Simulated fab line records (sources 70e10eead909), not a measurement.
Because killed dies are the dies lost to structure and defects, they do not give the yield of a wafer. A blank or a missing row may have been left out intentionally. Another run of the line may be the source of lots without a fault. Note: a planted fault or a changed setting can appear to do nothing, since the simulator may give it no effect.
Chamber matching + flow nand-harc + NHARC_A_ZERO_WELL_ETCH_19 on rie-diel-08: 4 sister chambers
The step etches the open film in N2/H2, target depth 80 nm, overetch 24 nm, time 87.88 s. 22 wafers are shown with their chamber, then 11 later ones without.

== WAFERS WITH THEIR CHAMBER ==
| wafer  | chamber | showerhead-plenum-p-Torr (Torr) | drypump-motor-current-A (A) | rf-vpp-V (V) |
|--------|---------|---------------------------------|-----------------------------|--------------|
| L284.2 | 1       | 1.99                            | 5.1                         | 428.7        |
| L284.5 | 3       | 2.10                            | 5.4                         | 433.0        |
| L284.6 | 2       | 2.06                            | 6.7                         | 431.2        |
| L288.1 | 3       | 2.10                            | 5.5                         | 431.6        |
| L288.2 | 0       | 2.18                            | 5.8                         | 434.5        |
| L288.3 | 2       | 2.06                            | 6.7                         | 430.3        |
| L290.1 | 0       | 2.18                            | 5.8                         | 433.5        |
| L290.2 | 2       | 2.06                            | 6.7                         | 431.5        |
| L290.5 | 2       | 2.06                            | 6.7                         | 430.5        |
| L292.1 | 3       | 2.10                            | 5.6                         | 431.3        |
| L292.2 | 1       | 1.99                            | 5.1                         | 428.8        |
| L292.6 | 1       | 1.99                            | 5.1                         | 428.8        |
| L293.2 | 1       | 1.99                            | 5.1                         | 428.7        |
| L293.5 | 1       | 1.99                            | 5.1                         | 428.9        |
| L293.6 | 0       | 2.17                            | 5.8                         | 433.9        |
| L294.2 | 0       | 2.18                            | 5.8                         | 434.7        |
| L294.4 | 3       | 2.10                            | 5.6                         | 432.6        |
| L294.6 | 2       | 2.06                            | 6.7                         | 430.0        |
| L295.3 | 1       | 1.99                            | 5.1                         | 428.9        |
| L295.5 | 0       | 2.18                            | 5.8                         | 435.6        |
| L295.6 | 3       | 2.10                            | 5.5                         | 432.2        |
| L301.1 | 0       | 2.17                            | 5.8                         | 435.2        |

SIGNATURES (averages over the wafers above)
| reading                  | chamber 0 | chamber 1 | chamber 2 | chamber 3 | scatter within a chamber |
|--------------------------|-----------|-----------|-----------|-----------|--------------------------|
| showerhead-plenum-p-Torr | 2.1767    | 1.9900    | 2.0600    | 2.1000    | 0.00272                  |
| drypump-motor-current-A  | 5.800     | 5.100     | 6.700     | 5.520     | 0.0394                   |
| rf-vpp-V                 | 434.567   | 428.800   | 430.700   | 432.140   | 0.608                    |
Rule: a wafer lies at a distance from a chamber equal to the root of the sum of squares, over the readings, of (its reading less the chamber's mean, divided by the reading's scatter). If the next closest chamber is less than 2 further off than the closest, the wafer can't be placed; otherwise it belongs to the closest. How the scatter is found: for the shown wafers, subtract from each reading the mean of its chamber, square and add these, divide the total by (wafers less chambers), then take the root.

== WAFERS WHOSE CHAMBER IS MISSING ==
| wafer  | showerhead-plenum-p-Torr (Torr) | drypump-motor-current-A (A) | rf-vpp-V (V) |
|--------|---------------------------------|-----------------------------|--------------|
| L301.4 | 2.06                            | 6.7                         | 430.0        |
| L301.5 | 1.99                            | 5.1                         | 429.4        |
| L302.1 | 2.17                            | 5.8                         | 434.7        |
| L302.3 | 1.99                            | 5.1                         | 430.1        |
| L302.5 | 1.99                            | 5.1                         | 428.7        |
| L304.2 | 1.99                            | 5.1                         | 429.3        |
| L304.4 | 2.06                            | 6.7                         | 430.8        |
| L304.5 | 2.06                            | 6.7                         | 431.7        |
| L305.3 | 2.06                            | 6.6                         | 430.6        |
| L305.5 | 2.06                            | 6.6                         | 431.9        |
| L305.6 | 1.99                            | 5.1                         | 428.3        |

== CHAMBER TAKEN BY EACH ==
| wafer  | from the rows above | in truth |
|--------|---------------------|----------|
| L301.4 | 2                   | 2        |
| L301.5 | 1                   | 1        |
| L302.1 | 0                   | 0        |
| L302.3 | 1                   | 1        |
| L302.5 | 1                   | 1        |
| L304.2 | 1                   | 1        |
| L304.4 | 2                   | 2        |
| L304.5 | 2                   | 2        |
| L305.3 | 2                   | 2        |
| L305.5 | 2                   | 2        |
| L305.6 | 1                   | 1        |
Correctly placed: 11 of 11. Number that these rows cannot place: 0. 0 placed wrongly.
